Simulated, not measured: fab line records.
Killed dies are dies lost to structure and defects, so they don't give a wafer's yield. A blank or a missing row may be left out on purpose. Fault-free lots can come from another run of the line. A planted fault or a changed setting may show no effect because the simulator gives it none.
8D (eight disciplines) problem report, filled in by code | flow nand-harc | the parts of the form that need people (team, actions taken, sign-off) are left out

## 1. WHAT IS WRONG
raw-defect-count at NHARC_P_GATE_INSPECT_68 reads a mean of 486 on 2 wafers of 2 lots; wafers without a fault read 187 with a standard deviation of 62. That puts it +4.8 standard deviations away from the usual mean.
The first sign was on wafer L542.1 at day 10 09:23, on defect-inspect-01. The record holds 36 wafers of 12 lots with a number at this step. Rule for "out", or "out of limits": more than 4 standard deviations from the usual mean. All remaining wafers that have a number are taken as sound.

## 2. WHAT IT IS; WHAT IT IS NOT
question                    | is                                   | is not
which readings at this step | raw-defect-count                     | -
which lots                  | L542, L544                           | L533, L534, L543, L547, L549, L550, L551, L552, L553, L554
which wafers of those lots  | L542.1, L544.1                       | L542.4, L542.6, L544.2, L544.3
read on which gauges        | defect-inspect-01, defect-inspect-02 | -
when                        | from day 10 09:23                    | up to then (8 sound wafers); but 26 sound wafers of L543, L544, L547, L549, L550, L551, L552, L553, L554 came after

## 3. WHAT RULES OUT EACH SUSPECT
Counting: if a tool at a process step up to the reading ran every lot that is out, it stays a suspect. Sound lots after the first of them don't rule it out here, since some wafers of a struck lot are sound.
- ruled out: the gauge at NHARC_P_GATE_INSPECT_68. Those wafers that are out were read across 2 gauges (defect-inspect-01, defect-inspect-02).
- pvd-sputter-02 at NHARC_P_GATE_SPUTTER_78 (material Ni, target thk 10 nm): kept. It ran every lot that is out, first L542 (day 10 08:32).
- rtp-anneal-02 at NHARC_P_GATE_RTA_80 (time 30 s): kept. Every lot that is out went through it, the first being L542 (day 10 08:44); the last sound lot it ran before that was L533 (day 6 13:02).
Left after counting: pvd-sputter-02 at NHARC_P_GATE_SPUTTER_78, rtp-anneal-02 at NHARC_P_GATE_RTA_80.

## 4. THE CAUSE (what the simulator had put in)
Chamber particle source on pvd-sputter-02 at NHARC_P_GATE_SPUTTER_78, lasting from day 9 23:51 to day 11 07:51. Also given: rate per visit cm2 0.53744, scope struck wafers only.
Counting left 2 suspects, and this tool is among them.

## 5. THE EFFECT CHAIN, in route order
Rows list readings where the struck wafers' mean (over those with a number) sits beyond 3 standard deviations from the usual. Only readings whose record carries a usual standard deviation are examined. hours: median over the lots of the time between each lot's start at the first step of this table that gives one and its start at this step. sigmas: the change, counted in usual standard deviations.
hours | step                    | reading             | usual | on struck wafers | change | sigmas
0     | NHARC_P_GATE_INSPECT_68 | raw-defect-count    | 187   | 486              | +299   | +4.8
446   | NHARC_END_SORT_01       | killed-at-periphery | 3.4   | 77.5             | +74.1  | +31
446   | NHARC_END_SORT_01       | killed-dies         | 60    | 160              | +100   | +5.3

## 6. WHAT WOULD HAVE CAUGHT IT SOONER
In this record the first reading out of limits at a measuring or inspecting step was taken at day 10 09:23, 10 hours after the fault began at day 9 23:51.
L544, from the lots that are out (2), started NHARC_P_GATE_SPUTTER_78 on pvd-sputter-02 later than day 10 09:23. A tool hold placed at that time would have kept it from harm.
